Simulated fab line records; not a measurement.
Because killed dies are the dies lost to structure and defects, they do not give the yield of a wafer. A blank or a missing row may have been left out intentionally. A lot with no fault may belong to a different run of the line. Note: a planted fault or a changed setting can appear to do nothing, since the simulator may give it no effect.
Chamber matching    flow n5Finfet    N5_FIN_SAQP_ETCH_34 on rieDiel-06: 4 sister chambers
The step etches SiO2 in C4F6/O2, target depth 45 nm, time 15 s. 8 wafers are shown with their chamber, then 10 later ones without.

EACH WAFER AND ITS CHAMBER
wafer   chamber  throttleValvePct (%)  showerheadPlenumPTorr (Torr)
L082.1  3        21.66                 2.81
L082.3  2        21.04                 2.91
L085.2  0        21.01                 2.76
L085.4  3        21.68                 2.81
L087.3  0        21.03                 2.76
L087.6  1        20.91                 2.78
L089.2  2        21.08                 2.90
L089.5  1        20.91                 2.78

WAFERS WHOSE CHAMBER IS MISSING
wafer   throttleValvePct (%)  showerheadPlenumPTorr (Torr)
L089.6  21.07                 2.90
L094.1  21.06                 2.75
L094.5  21.30                 2.81
L094.6  21.05                 2.75
L096.1  21.08                 2.75
L096.2  21.30                 2.80
L096.4  21.11                 2.90
L097.2  20.51                 2.77
L097.3  21.09                 2.89
L097.5  21.30                 2.80

WHICH CHAMBER EACH WENT THROUGH
wafer   from the rows above      in truth
L089.6  2                        2
L094.1  0                        0
L094.5  can't be placed: 3 or 0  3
L094.6  0                        0
L096.1  0                        0
L096.2  can't be placed: 0 or 3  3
L096.4  2                        2
L097.2  1                        1
L097.3  2                        2
L097.5  can't be placed: 0 or 3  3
Correct placement for 7 of the 10. These rows do not allow placing 3 (true chamber among the candidates in 3). 0 placed wrongly.
How it was worked out, from the rows above alone: a wafer's distance from a chamber is the root of the sum, over the readings, of the square of ((its reading less the chamber's mean) divided by the reading's scatter). The wafer belongs to the nearest chamber; if the next one is less than 2 further off, it can't be placed. Each chamber's mean is taken over the wafers shown for it. The scatter: the root of (the sum of the squares of (reading less its chamber's mean) over the shown wafers, divided by (wafers less chambers)).
